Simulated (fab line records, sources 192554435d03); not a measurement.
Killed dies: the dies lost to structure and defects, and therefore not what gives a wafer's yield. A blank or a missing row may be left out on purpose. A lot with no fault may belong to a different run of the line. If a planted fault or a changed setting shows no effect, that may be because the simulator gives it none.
Matching of chambers ; flow n5_finfet ; N5_SD_EPI_N_ETCH_35 on rie_diel-01: 4 sister chambers
The step etches SOC in N2/H2, overetch 108 nm, time 486 s. 8 wafers are shown with their chamber, then 10 later ones without.

## EACH WAFER AND ITS CHAMBER
wafer;chamber;showerhead_plenum_p_Torr (Torr);drypump_motor_current_A (A)
L077.5;1;2.71;5.8
L079.1;3;2.43;5.1
L081.2;1;2.70;5.8
L084.6;3;2.42;5.0
L088.1;2;2.55;5.1
L088.6;0;2.59;6.2
L089.1;2;2.55;5.1
L089.2;0;2.59;6.2

## WAFERS WITH NO CHAMBER GIVEN
wafer;showerhead_plenum_p_Torr (Torr);drypump_motor_current_A (A)
L089.6;2.59;6.2
L091.1;2.59;6.2
L091.4;2.42;5.1
L091.5;2.55;5.2
L092.1;2.69;5.8
L092.3;2.42;5.1
L092.5;2.59;6.2
L093.3;2.54;5.2
L093.4;2.69;5.9
L093.6;2.69;5.8

## CHAMBER TAKEN BY EACH
wafer;from the rows above;in truth
L089.6;0;0
L091.1;0;0
L091.4;3;3
L091.5;2;2
L092.1;1;1
L092.3;3;3
L092.5;0;0
L093.3;2;2
L093.4;1;1
L093.6;1;1
Correct placement for 10 of the 10. From these rows, 0 cannot be placed. 0 placed wrongly.
How it was worked out, from the rows above alone: a wafer's distance from a chamber is the root of the sum, over the readings, of the square of ((its reading less the chamber's mean) divided by the reading's scatter). If the next closest chamber is less than 2 further off than the closest, the wafer can't be placed; otherwise it belongs to the closest. The mean given for a chamber averages the wafers shown for that chamber. How the scatter is found: for the shown wafers, subtract from each reading the mean of its chamber, square and add these, divide the total by (wafers less chambers), then take the root.
